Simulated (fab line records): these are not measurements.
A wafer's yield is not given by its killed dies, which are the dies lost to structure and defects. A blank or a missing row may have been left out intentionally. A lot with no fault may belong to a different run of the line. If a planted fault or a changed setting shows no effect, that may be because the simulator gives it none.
Which tool is to blame?    flow n5Finfet    11 lots, 33 wafers sampled, at 4 steps of a route of 1938

== WHAT THE GAUGES READ, wafer by wafer ==
N5_PASSIVATION_OVL_MEAS_63.
lot   measured      on          PAD_OVL (nm)
L825  day 11 13:19  overlay-02  2 1 7
L826  day 11 21:55  overlay-01  0 -1 2
L828  day 12 18:38  overlay-01  5 -1 12
L829  day 12 12:42  overlay-02  5 -4 -2
L830  day 12 17:42  overlay-02  3 -2 2
L831  day 12 23:40  overlay-01  0 -3 4
L832  day 13 08:16  overlay-02  6 7 5
L833  day 13 14:32  overlay-01  -1 1 6
L835  day 13 22:56  overlay-01  -6 12 2
L840  day 15 12:05  overlay-01  2 9 4
L844  day 16 15:58  overlay-02  -6 0 2

N5_PASSIVATION_CD_MEAS_44: the cd target is 40000 nm.
lot   measured      on        cdNm (nm)
L825  day 11 15:13  cdSem-01  39996 39995 40001
L826  day 11 23:46  cdSem-01  39996 40003 40000
L828  day 12 20:57  cdSem-02  39990 39999 39998
L829  day 12 15:07  cdSem-01  40002 39999 40001
L830  day 12 19:32  cdSem-01  40003 40006 40001
L831  day 13 01:36  cdSem-02  40001 40000 40003
L832  day 13 10:49  cdSem-01  39996 39991 39996
L833  day 13 16:44  cdSem-03  39996 39992 40000
L835  day 14 00:40  cdSem-01  40000 39994 40002
L840  day 15 13:48  cdSem-03  39999 39998 39993
L844  day 16 17:40  cdSem-01  39997 39995 40005

== TOOL THAT RAN EACH LOT (tool first, then ch and the chambers of the sampled wafers, then the start) ==
lot   N5_PMOS_HMC_CHANNEL_EPI_FIN_RECESS_16  N5_PASSIVATION_AL_DEP_21
L825  rieSi-06 ch 1,2,3, day 1 18:29         pvdSputter-03, day 11 12:49
L826  rieSi-06 ch 0,1,2, day 1 23:52         pvdSputter-03, day 11 21:18
L828  rieSi-06 ch 0,2,3, day 2 11:32         pvdSputter-03, day 12 18:08
L829  rieSi-06 ch 0,1,2, day 2 17:52         pvdSputter-03, day 12 12:12
L830  rieSi-02 ch 1,2,3, day 2 23:59         pvdSputter-01, day 12 17:12
L831  rieSi-03 ch 0,2,3, day 3 05:39         pvdSputter-01, day 12 23:10
L832  rieSi-03 ch 1,2,3, day 3 12:50         pvdSputter-01, day 13 07:38
L833  rieSi-03 ch 0,2,3, day 3 17:50         pvdSputter-01, day 13 14:02
L835  rieSi-03 ch 0,1,3, day 4 05:40         pvdSputter-03, day 13 22:19
L840  rieSi-03 ch 0,1,2, day 5 11:38         pvdSputter-03, day 15 11:28
L844  rieSi-03 ch 0,2,3, day 6 12:29         pvdSputter-01, day 16 15:28
- N5_PMOS_HMC_CHANNEL_EPI_FIN_RECESS_16: chemistry HBr/Cl2, target Si, target depth 54 nm, time 18 s.
- N5_PASSIVATION_AL_DEP_21: deposits Al, target thk 2800 nm, time 170 s.

== AS READ BY THE TOOLS THEMSELVES (means over the sampled wafers that have a number; for cases with no such wafer, the mark the record gives instead) ==
N5_PMOS_HMC_CHANNEL_EPI_FIN_RECESS_16.
lot   tool      chamberPressureMTorr (mTorr)  drypumpMotorCurrentA (A)  oesProductAu (a.u.)  rfFwdPowerW (W)  throttleValvePct (%)
L825  rieSi-06  9.997                         5.9                       1.018                791.7            35.64
L826  rieSi-06  10.002                        5.6                       1.012                794.9            35.64
L828  rieSi-06  10.002                        5.8                       1.005                793.3            35.58
L829  rieSi-06  9.992                         5.6                       1.013                792.2            35.63
L830  rieSi-02  10.004                        5.6                       0.992                797.6            35.63
L831  rieSi-03  10.000                        6.0                       0.994                795.4            35.15
L832  rieSi-03  10.006                        5.6                       1.011                792.2            35.31
L833  rieSi-03  10.006                        6.0                       0.989                794.5            35.17
L835  rieSi-03  9.999                         5.8                       1.003                793.2            35.32
L840  rieSi-03  10.009                        5.7                       1.006                793.8            35.46
L844  rieSi-03  10.000                        6.0                       1.002                796.2            35.15

N5_PASSIVATION_AL_DEP_21.
lot   tool           chamberPressurePa (Pa)  throttleValvePct (%)
L825  pvdSputter-03  0.3996                  29.3
L826  pvdSputter-03  0.4001                  30.2
L828  pvdSputter-03  0.4002                  29.9
L829  pvdSputter-03  0.4001                  30.2
L830  pvdSputter-01  0.3999                  30.3
L831  pvdSputter-01  0.4002                  29.8
L832  pvdSputter-01  0.3999                  29.9
L833  pvdSputter-01  0.4009                  30.1
L835  pvdSputter-03  0.3996                  29.7
L840  pvdSputter-03  0.4004                  30.4
L844  pvdSputter-01  0.4004                  30.3

== THE ANSWER, worked out from the rows above alone ==
Rule: what is usual is taken from the lots themselves. The widest of any qualifying gaps counts: lots, ordered by their means at a reading, are off when they make up no more than a third of the lots, leave a main group of 4 or more, and stand apart from it by 3 or more times the standard deviation of that group's means. If all means in a main group match to the digits the tables above print for the reading, that group is not used. Also off: a lot with no number at a reading for which 4 or more lots have one. All remaining lots with rows at the step are treated as sound. After the gauges, taken in route order, come the tools' own readings; for these a lot's mean is taken, as printed above. The first step at which some lot is off is used, and at that step the reading that is off furthest; a lot without a number counts as furthest.
No lot is off at any reading shown: from this, nothing can be told.

== WHAT HAD BEEN PUT IN BY THE SIMULATOR ==
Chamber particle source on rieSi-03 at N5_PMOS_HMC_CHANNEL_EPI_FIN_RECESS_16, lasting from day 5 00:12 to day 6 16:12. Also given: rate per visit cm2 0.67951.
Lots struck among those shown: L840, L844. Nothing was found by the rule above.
